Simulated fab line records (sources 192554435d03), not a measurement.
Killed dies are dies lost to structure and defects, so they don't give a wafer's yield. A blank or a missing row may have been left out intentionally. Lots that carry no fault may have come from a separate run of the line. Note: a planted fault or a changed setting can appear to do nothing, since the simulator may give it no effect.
Chamber matching -- flow n5_finfet -- rie_diel-03 running N5_GATE_CUT_STRIP_42: 4 sister chambers
The step strips in O2. 18 wafers are shown with their chamber, then 9 later ones without.

WAFERS WITH THEIR CHAMBER
wafer,chamber,showerhead_plenum_p_Torr (Torr),drypump_motor_current_A (A),throttle_valve_pct (%)
L075.1,2,2.00,6.0,16.3
L075.4,0,2.06,5.3,17.0
L075.5,2,2.00,6.0,16.3
L077.2,1,2.16,5.9,16.6
L077.3,3,2.12,6.5,16.6
L077.6,3,2.12,6.4,16.6
L079.2,2,2.00,6.0,16.4
L079.3,1,2.16,5.9,16.6
L079.4,0,2.06,5.2,17.0
L080.2,3,2.12,6.5,16.6
L080.4,0,2.06,5.2,17.0
L080.5,3,2.12,6.5,16.6
L084.1,0,2.05,5.3,17.0
L084.3,2,2.00,6.0,16.4
L084.5,1,2.16,5.9,16.6
L085.2,2,2.00,6.0,16.4
L085.3,3,2.12,6.5,16.6
L085.6,0,2.05,5.2,17.0

SIGNATURES (averages over the wafers above)
reading,chamber 0,chamber 1,chamber 2,chamber 3,scatter within a chamber
showerhead_plenum_p_Torr,2.0560,2.1600,2.0000,2.1200,0.00293
drypump_motor_current_A,5.240,5.900,6.000,6.480,0.0378
throttle_valve_pct,17.000,16.600,16.360,16.600,0.0293
Rule: for a wafer and a chamber, the distance is found by dividing, reading by reading, the gap between the wafer's reading and the chamber's mean by the reading's scatter, squaring, summing and taking the root. The wafer belongs to the nearest chamber; if the next one is less than 2 further off, it can't be placed. The scatter: take each reading less its chamber's mean, square it, sum over the shown wafers, divide by the number of wafers less the number of chambers, and take the root.

WAFERS WITH NO CHAMBER GIVEN
wafer,showerhead_plenum_p_Torr (Torr),drypump_motor_current_A (A),throttle_valve_pct (%)
L090.2,1.99,6.0,16.4
L090.3,2.11,6.5,16.7
L090.6,2.15,5.9,16.7
L092.3,2.11,6.4,16.7
L092.5,1.99,6.0,16.4
L092.6,2.15,5.9,16.6
L093.1,2.15,5.9,16.7
L093.3,2.05,5.3,17.0
L093.6,2.15,5.9,16.7

CHAMBER TAKEN BY EACH
wafer,from the rows above,in truth
L090.2,2,2
L090.3,3,3
L090.6,1,1
L092.3,3,3
L092.5,2,2
L092.6,1,1
L093.1,1,1
L093.3,0,0
L093.6,1,1
Correctly placed: 9 of 9. Not placeable from these rows: 0. Number placed wrongly: 0.
